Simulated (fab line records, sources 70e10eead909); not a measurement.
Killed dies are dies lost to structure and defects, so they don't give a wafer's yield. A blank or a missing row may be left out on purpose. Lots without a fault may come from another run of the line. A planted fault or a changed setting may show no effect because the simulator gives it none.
Which tool did it? | flow nand_harc | 6 lots, 18 wafers sampled, at 5 steps of a route of 1159

WHAT THE GAUGES READ, wafer by wafer
NHARC_END_SORT_01.
lot  | measured     | on        | killed_at_array
L668 | day 23 20:22 | prober-02 | 103 95 98

WHICH TOOL RAN EACH LOT (tool, then ch and the chambers of the sampled wafers, then the start)
lot  | NHARC_A_STAIRCASE_HM_DEP_462  | NHARC_A_BONDPAD_STRIP_15           | NHARC_A_BONDPAD_PVD_17                  | NHARC_THIN_TSV_STRIP_45
L653 | acl_dep-01 ch 0, day 11 21:51 | rie_diel-09 ch 0,2,3, day 18 10:05 | pvd_sputter-01, day 19 14:14 or earlier | plasma_asher-01 ch 0,1, day 19 14:14
L656 | acl_dep-02 ch 0, day 12 15:53 | rie_diel-13 ch 0,1,3, day 19 18:08 | pvd_sputter-02, day 20 13:40 or earlier | plasma_asher-02 ch 0,1, day 20 13:40
L657 | acl_dep-01 ch 0, day 13 01:44 | rie_diel-03 ch 1,2,3, day 19 00:14 | pvd_sputter-03, day 19 19:03 or earlier | plasma_asher-01 ch 0,1, day 19 19:03
L668 | acl_dep-01 ch 0, day 15 18:34 | rie_diel-13 ch 1,2,3, day 22 13:04 | pvd_sputter-03, day 23 06:20 or earlier | plasma_asher-01 ch 0,1, day 23 06:20
L670 | acl_dep-02 ch 0, day 16 06:52 | rie_diel-13 ch 0,1,3, day 22 21:04 | pvd_sputter-03, day 23 15:22 or earlier | plasma_asher-01 ch 0,1, day 23 15:22
L672 | acl_dep-03 ch 0, day 16 15:31 | rie_diel-09 ch 1,2,3, day 22 19:43 | pvd_sputter-01, day 23 14:04 or earlier | plasma_asher-01 ch 0,1, day 23 14:04
- NHARC_A_STAIRCASE_HM_DEP_462: deposits aC, target thk 800 nm.
- NHARC_A_BONDPAD_STRIP_15: strips in O2.
- NHARC_A_BONDPAD_PVD_17: deposits TaN, target thk 5 nm, time 8.06 s.
- NHARC_THIN_TSV_STRIP_45: strips in O2.

THE ANSWER, worked out from the rows above alone
Rule: what is usual is taken from the lots themselves. Put in order of their means at a reading, lots are off if they are a third of the lots or fewer, leave a main group of 4 or more, and stand apart from it by a gap of 3 or more times the standard deviation of the main group's means; of several such gaps the widest counts. A main group whose means are all the same, to the digits that the tables above print for the reading, isn't used. A lot without any number at a reading at which 4 lots or more have one is off too. The other lots that the step has rows for count as sound.
No lot is off at any reading shown: from this, nothing can be told.

WHAT THE SIMULATOR HAD PUT IN
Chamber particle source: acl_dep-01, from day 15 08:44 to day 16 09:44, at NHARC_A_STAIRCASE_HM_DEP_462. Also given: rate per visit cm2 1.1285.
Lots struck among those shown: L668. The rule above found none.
